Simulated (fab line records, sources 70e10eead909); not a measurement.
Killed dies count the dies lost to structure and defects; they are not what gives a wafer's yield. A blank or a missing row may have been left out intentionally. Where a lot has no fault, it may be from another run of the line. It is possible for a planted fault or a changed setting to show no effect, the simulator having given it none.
The tool behind it: which one? || flow nand-harc || 37 wafers from 13 lots sampled at 4 of the route's 1159 steps

== WHAT THE GAUGES READ, wafer by wafer ==
NHARC_A_M0_INSPECT_27. Usual: raw-defect-count at 411, with a standard deviation of 120.
{"lot": "L546", "measured": "day 18 11:02", "on": "defect-inspect-01", "raw-defect-count": "364 362 394", "flag": ""}
{"lot": "L549", "measured": "day 18 11:18", "on": "defect-inspect-02", "raw-defect-count": "319 282 292", "flag": ""}
{"lot": "L547", "measured": "day 18 11:30", "on": "defect-inspect-01", "raw-defect-count": "304 451 361", "flag": ""}
{"lot": "L548", "measured": "day 18 16:45", "on": "defect-inspect-02", "raw-defect-count": "339 472 294", "flag": ""}
{"lot": "L550", "measured": "day 18 17:15", "on": "defect-inspect-01", "raw-defect-count": "500 533 695", "flag": ""}
{"lot": "L551", "measured": "day 19 06:34", "on": "defect-inspect-02", "raw-defect-count": "356 404 328", "flag": ""}
{"lot": "L558", "measured": "day 20 14:34", "on": "defect-inspect-01", "raw-defect-count": "413 311", "flag": ""}
{"lot": "L560", "measured": "day 20 21:03", "on": "defect-inspect-02", "raw-defect-count": "388 755", "flag": ""}
{"lot": "L566", "measured": "day 21 20:30", "on": "defect-inspect-01", "raw-defect-count": "528 570 537", "flag": ""}
{"lot": "L564", "measured": "day 22 07:55", "on": "defect-inspect-02", "raw-defect-count": "280 424 490", "flag": ""}
{"lot": "L563", "measured": "day 22 14:45", "on": "defect-inspect-01", "raw-defect-count": "467 380 396", "flag": ""}
{"lot": "L568", "measured": "day 22 19:58", "on": "defect-inspect-02", "raw-defect-count": "345 433 347", "flag": ""}
{"lot": "L569", "measured": "day 24 06:49", "on": "defect-inspect-01", "raw-defect-count": "273 353 366", "flag": ""}

== EACH LOT AND THE TOOL THAT RAN IT (in order: tool; ch and the chambers of the sampled wafers; start) ==
{"lot": "L546", "NHARC_A_M0_PRE_CLEAN_29": "pvd-sputter-02, day 18 09:50 or earlier", "NHARC_A_M0_ECD_22": "ecd-cu-01 ch 0,1, day 18 09:50", "NHARC_A_M0_CMP_23": "cmp-04 ch 1,2,3, day 18 10:35"}
{"lot": "L549", "NHARC_A_M0_PRE_CLEAN_29": "pvd-sputter-03, day 18 10:00 or earlier", "NHARC_A_M0_ECD_22": "ecd-cu-02 ch 0,1, day 18 10:00", "NHARC_A_M0_CMP_23": "cmp-02 ch 1,2, day 18 10:51"}
{"lot": "L547", "NHARC_A_M0_PRE_CLEAN_29": "pvd-sputter-01, day 18 10:17 or earlier", "NHARC_A_M0_ECD_22": "ecd-cu-01 ch 0,1, day 18 10:17", "NHARC_A_M0_CMP_23": "cmp-01 ch 0,3, day 18 11:03"}
{"lot": "L548", "NHARC_A_M0_PRE_CLEAN_29": "pvd-sputter-03, day 18 15:33 or earlier", "NHARC_A_M0_ECD_22": "ecd-cu-01 ch 0, day 18 15:33", "NHARC_A_M0_CMP_23": "cmp-04 ch 1,2,3, day 18 16:20"}
{"lot": "L550", "NHARC_A_M0_PRE_CLEAN_29": "pvd-sputter-01, day 18 16:02 or earlier", "NHARC_A_M0_ECD_22": "ecd-cu-02 ch 0,1, day 18 16:02", "NHARC_A_M0_CMP_23": "cmp-04 ch 0,1,2, day 18 16:49"}
{"lot": "L551", "NHARC_A_M0_PRE_CLEAN_29": "pvd-sputter-01, day 19 05:26 or earlier", "NHARC_A_M0_ECD_22": "ecd-cu-02 ch 0,1, day 19 05:26", "NHARC_A_M0_CMP_23": "cmp-02 ch 1,2,3, day 19 06:08"}
{"lot": "L558", "NHARC_A_M0_PRE_CLEAN_29": "pvd-sputter-01, day 20 13:22 or earlier", "NHARC_A_M0_ECD_22": "ecd-cu-02 ch 0,1, day 20 13:22", "NHARC_A_M0_CMP_23": "cmp-04 ch 0,2, day 20 14:08"}
{"lot": "L560", "NHARC_A_M0_PRE_CLEAN_29": "pvd-sputter-01, day 20 19:51 or earlier", "NHARC_A_M0_ECD_22": "ecd-cu-02 ch 0,1, day 20 19:51", "NHARC_A_M0_CMP_23": "cmp-02 ch 2,3, day 20 20:36"}
{"lot": "L566", "NHARC_A_M0_PRE_CLEAN_29": "pvd-sputter-01, day 21 19:17 or earlier", "NHARC_A_M0_ECD_22": "ecd-cu-01 ch 0,1, day 21 19:17", "NHARC_A_M0_CMP_23": "cmp-02 ch 1,2,3, day 21 20:01"}
{"lot": "L564", "NHARC_A_M0_PRE_CLEAN_29": "pvd-sputter-02, day 22 06:51 or earlier", "NHARC_A_M0_ECD_22": "ecd-cu-01 ch 0,1, day 22 06:51", "NHARC_A_M0_CMP_23": "cmp-04 ch 0,1,3, day 22 07:30"}
{"lot": "L563", "NHARC_A_M0_PRE_CLEAN_29": "pvd-sputter-03, day 22 13:42 or earlier", "NHARC_A_M0_ECD_22": "ecd-cu-01 ch 0,1, day 22 13:42", "NHARC_A_M0_CMP_23": "cmp-04 ch 0,3, day 22 14:16"}
{"lot": "L568", "NHARC_A_M0_PRE_CLEAN_29": "pvd-sputter-02, day 22 18:42 or earlier", "NHARC_A_M0_ECD_22": "ecd-cu-01 ch 0,1, day 22 18:42", "NHARC_A_M0_CMP_23": "cmp-02 ch 0,2,3, day 22 19:31"}
{"lot": "L569", "NHARC_A_M0_PRE_CLEAN_29": "pvd-sputter-02, day 24 05:38 or earlier", "NHARC_A_M0_ECD_22": "ecd-cu-01 ch 0,1, day 24 05:38", "NHARC_A_M0_CMP_23": "cmp-01 ch 0,2, day 24 06:23"}
- NHARC_A_M0_PRE_CLEAN_29: time 30 s.
- NHARC_A_M0_ECD_22: material Cu, target thk 400 nm.
- NHARC_A_M0_CMP_23: polishes, t overpolish 20 s, target thk 113.75 nm.

== WHAT THE TOOLS THEMSELVES READ (means of the sampled wafers that have a number; where no wafer has one, the mark that the record gives instead) ==
NHARC_A_M0_PRE_CLEAN_29. Usual: heater-power-w at 395 W, with a standard deviation of 37.
{"lot": "L546", "tool": "pvd-sputter-02", "heater-power-w (W)": 408, "flag": ""}
{"lot": "L549", "tool": "pvd-sputter-03", "heater-power-w (W)": 367, "flag": ""}
{"lot": "L547", "tool": "pvd-sputter-01", "heater-power-w (W)": 396, "flag": ""}
{"lot": "L548", "tool": "pvd-sputter-03", "heater-power-w (W)": 351, "flag": ""}
{"lot": "L550", "tool": "pvd-sputter-01", "heater-power-w (W)": 395, "flag": ""}
{"lot": "L551", "tool": "pvd-sputter-01", "heater-power-w (W)": 431, "flag": ""}
{"lot": "L558", "tool": "pvd-sputter-01", "heater-power-w (W)": 436, "flag": ""}
{"lot": "L560", "tool": "pvd-sputter-01", "heater-power-w (W)": 434, "flag": ""}
{"lot": "L566", "tool": "pvd-sputter-01", "heater-power-w (W)": 408, "flag": ""}
{"lot": "L564", "tool": "pvd-sputter-02", "heater-power-w (W)": 401, "flag": ""}
{"lot": "L563", "tool": "pvd-sputter-03", "heater-power-w (W)": 372, "flag": ""}
{"lot": "L568", "tool": "pvd-sputter-02", "heater-power-w (W)": 390, "flag": ""}
{"lot": "L569", "tool": "pvd-sputter-02", "heater-power-w (W)": 427, "flag": ""}

NHARC_A_M0_CMP_23. Usual: motor-current-A 12.7 A, standard deviation 1.4; time-to-endpoint-s 28.4 s, standard deviation 2.2.
{"lot": "L546", "tool": "cmp-04", "motor-current-A (A)": 13.4, "time-to-endpoint-s (s)": 30.5, "flag": ""}
{"lot": "L549", "tool": "cmp-02", "motor-current-A (A)": 12.8, "time-to-endpoint-s (s)": 30.6, "flag": ""}
{"lot": "L547", "tool": "cmp-01", "motor-current-A (A)": 11.9, "time-to-endpoint-s (s)": 27.0, "flag": ""}
{"lot": "L548", "tool": "cmp-04", "motor-current-A (A)": 13.7, "time-to-endpoint-s (s)": 29.8, "flag": ""}
{"lot": "L550", "tool": "cmp-04", "motor-current-A (A)": 12.6, "time-to-endpoint-s (s)": 25.2, "flag": ""}
{"lot": "L551", "tool": "cmp-02", "motor-current-A (A)": 12.9, "time-to-endpoint-s (s)": 30.8, "flag": ""}
{"lot": "L558", "tool": "cmp-04", "motor-current-A (A)": 12.5, "time-to-endpoint-s (s)": 19.9, "flag": "OFF"}
{"lot": "L560", "tool": "cmp-02", "motor-current-A (A)": 13.2, "time-to-endpoint-s (s)": 19.4, "flag": "OFF"}
{"lot": "L566", "tool": "cmp-02", "motor-current-A (A)": 12.8, "time-to-endpoint-s (s)": 30.3, "flag": ""}
{"lot": "L564", "tool": "cmp-04", "motor-current-A (A)": 12.6, "time-to-endpoint-s (s)": 24.5, "flag": ""}
{"lot": "L563", "tool": "cmp-04", "motor-current-A (A)": 13.1, "time-to-endpoint-s (s)": 28.0, "flag": ""}
{"lot": "L568", "tool": "cmp-02", "motor-current-A (A)": 12.8, "time-to-endpoint-s (s)": 30.2, "flag": ""}
{"lot": "L569", "tool": "cmp-01", "motor-current-A (A)": 11.3, "time-to-endpoint-s (s)": 31.1, "flag": ""}

== THE ANSWER, worked out from the rows above alone ==
Rule: a lot counts as off when the mean over its wafers that have a number is more than 3 standard deviations away from the usual mean. Also off: a lot with no number at a reading for which 4 or more lots have one. Where the step has rows for the other lots, those lots are counted as sound. First the gauges in route order, then the tools' own readings, where a lot's mean is used as printed above. At the first step where some lot is off, the reading lying furthest off is the one used; lots without a number count as furthest.
Off, at NHARC_A_M0_CMP_23 on time-to-endpoint-s: L558, L560.
If a tool, at that step or one of the process steps before it, ran each lot that is off and ran no sound lot following the first of them, it fits. Because NHARC_A_M0_PRE_CLEAN_29 lacks a start for some lots, the hours and order of its lots are taken from NHARC_A_M0_ECD_22. One fits: NHARC_A_M0_ECD_22 on ecd-cu-02. Its last sound lot is L551 (day 19 05:26), its first lot that is off L558 (day 20 13:22): a fault that began between those two fits.

== WHAT THE SIMULATOR HAD PUT IN ==
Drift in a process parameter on ecd-cu-02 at NHARC_A_M0_ECD_22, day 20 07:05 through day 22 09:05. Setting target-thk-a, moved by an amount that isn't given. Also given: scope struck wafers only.
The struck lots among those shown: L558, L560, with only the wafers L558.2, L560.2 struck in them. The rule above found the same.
